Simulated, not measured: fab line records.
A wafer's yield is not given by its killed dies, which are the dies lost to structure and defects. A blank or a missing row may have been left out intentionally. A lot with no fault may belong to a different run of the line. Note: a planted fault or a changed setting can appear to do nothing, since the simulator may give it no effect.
A lot that was struck, set against a sound lot || flow n5 finfet || 16 steps out of a route of 1938
Sound: wafers L741.2, L741.3, L741.5. The struck wafers were L751.3, L751.4, L751.6. At the end, the cause is stated.
Per side, at each step with rows, come the tool, then ch with its chambers, and then its first start. Under that, the readings that differ: sound wafers || struck wafers || difference of the means || sigmas: that difference in standard deviations of wafers without a fault.
alike: words and numbers the same on both sides, and readings whose means are apart by under 2 such deviations; not compared: readings that were withheld, readings missing a value for some wafer, numbers with overlapping values and no deviation given by the record, and bounds like >300 which may hide the same value.
A row with sigmas, a row that says differs or no value, or rows on one side alone: a step with any of these is where the two part. When numbers do not overlap yet have no deviation, they are printed without sigmas and do not part them. Lack of a reading on every wafer of one side parts them only where that side has two or more wafers.

first, 10 steps without rows for these wafers: N5_BEOL_M3_DESCUM_33 (chemistry O2, time 7 s); N5_BEOL_M3_ETCH_77 (etches underlayer in N2/H2, target depth 6.5 nm, time 5.2 s); N5_BEOL_M3_ETCH_69 (etches SiARC in CF4, target depth 15.6 nm, time 26 s); N5_BEOL_M3_ALD_98 (deposits SiO2, target thk 2.5 nm, pulse time 1 s, co reactant pulse time 1 s); N5_BEOL_M3_ETCHBACK_99 (etches SiO2 in CHF3, target depth 5 nm, time 10.4 s); N5_BEOL_M3_ETCH_70 (etches SOC in N2/H2, target depth 80 nm, overetch 16 nm, time 120 s); N5_BEOL_M3_STRIP_71 (strips in N2/H2); N5_BEOL_M3_STRIP_78 (strips in N2/H2); N5_BEOL_M3_VIA_ETCH_34 (etches the open film in C4F6/O2, target depth 69.4 nm, time 65.9 s); N5_BEOL_M3_STRIP_83 (strips in C4F6/O2).
N5_BEOL_M3_STRIP_36: strips in N2/H2.
  sound on rie diel-02 ch 0,1,2, day 7 09:57; struck on rie diel-04 ch 0,2,3, day 10 06:25
  no value came back on the struck wafers for any of 8 readings (bias power w (W), chamber pressure mTorr (mTorr) and others); on the sound wafers bias power w (W) reads 6.991 6.992 7.003
{"reading": "model.SOC_of_BEOL_M3_COAT_67.thk nm (nm)", "sound": "0 0 0", "struck": "51.6 51.6 51.8", "difference": "+51.7", "sigmas": ""}
{"reading": "model.SiO2_of_BEOL_M3_ALD_98.thk nm (nm)", "sound": "0 0 0", "struck": "2.4 2.4 2.6", "difference": "+2.5", "sigmas": ""}
  not compared: rf hours counter h
then, 1 step without rows for these wafers: N5_BEOL_M3_TRENCH_ETCH_37 (etches SiOC in C4F6/O2, target depth 55.555 nm, time 29.2 s).
N5_BEOL_M3_ETCH_41: etches SiCN in CH3F/O2, target depth 29.9 nm, time 52.5 s.
  sound on rie diel-02 ch 0,1,2; struck on rie diel-04 ch 0,2,3, day 10 06:29
{"reading": "model.SOC_of_BEOL_M3_COAT_67.thk nm (nm)", "sound": "0 0 0", "struck": "35.2 35.2 35.4", "difference": "+35.3", "sigmas": ""}
  alike: drypump motor current A, oes product au, rf vpp V, showerhead plenum p Torr, throttle valve pct
  not compared: rf hours counter h
then, 1 step without rows for these wafers: N5_BEOL_M3_STRIP_97 (strips in N2/H2, time 10 s).
N5_BEOL_M4_RC_MEAS_101:
  the record has rows for the sound wafers here (prober-02 ch 0, day 8 01:28) and none for the struck ones
-- record jumps: 5 days separate the struck wafers' starts on either side; left off in module BEOL_M4, taken up again in module PASSIVATION, whose first shown step is the route's number 1936 --
N5_PASSIVATION_PROBE_49:
  record: rows for the struck wafers here (prober-02, day 15 03:07), none for the sound ones

## WHERE THEY PART
First at N5_BEOL_M3_STRIP_36; last, within this record, at N5_PASSIVATION_PROBE_49.

WHY: what the simulator had put in
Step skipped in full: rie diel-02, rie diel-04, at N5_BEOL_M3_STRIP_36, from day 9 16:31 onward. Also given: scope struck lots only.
